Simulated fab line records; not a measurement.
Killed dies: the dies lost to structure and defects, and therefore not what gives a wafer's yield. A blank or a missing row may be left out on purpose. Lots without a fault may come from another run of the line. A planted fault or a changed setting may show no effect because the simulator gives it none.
Chamber matching | flow n5Finfet | rieDiel-06 running N5_BEOL_M9_STRIP_67: 4 sister chambers
The step strips in CF4. 4 wafers are shown with their chamber, then 8 later ones without.

## WAFERS, EACH WITH ITS CHAMBER
wafer  | chamber | drypumpMotorCurrentA (A)
L075.5 | 2       | 4.9
L087.3 | 3       | 6.8
L087.5 | 0       | 6.1
L088.2 | 1       | 6.0

## WAFERS WITH NO CHAMBER GIVEN
wafer  | drypumpMotorCurrentA (A)
L088.4 | 6.8
L088.6 | 6.8
L093.1 | 6.8
L093.2 | 4.9
L093.5 | 6.0
L096.2 | 6.8
L096.3 | 6.1
L096.6 | 5.9

## THE CHAMBER EACH PASSED THROUGH
wafer  | from the rows above | in truth
L088.4 | 3                   | 3
L088.6 | 3                   | 3
L093.1 | 3                   | 3
L093.2 | 2                   | 2
L093.5 | 1                   | 1
L096.2 | 3                   | 3
L096.3 | 0                   | 0
L096.6 | 1                   | 1
8 of 8 placed correctly. From these rows, 0 cannot be placed. Wrongly placed: 0.
How it was worked out, from the rows above alone: a wafer's distance from a chamber is the root of the sum, over the readings, of the square of ((its reading less the chamber's mean) divided by the reading's scatter). If the next closest chamber is less than 2 further off than the closest, the wafer can't be placed; otherwise it belongs to the closest. The mean given for a chamber averages the wafers shown for that chamber. The scatter (one wafer shown for each chamber): square how far every hidden wafer sits from the nearest shown wafer, average those squares and take the square root.
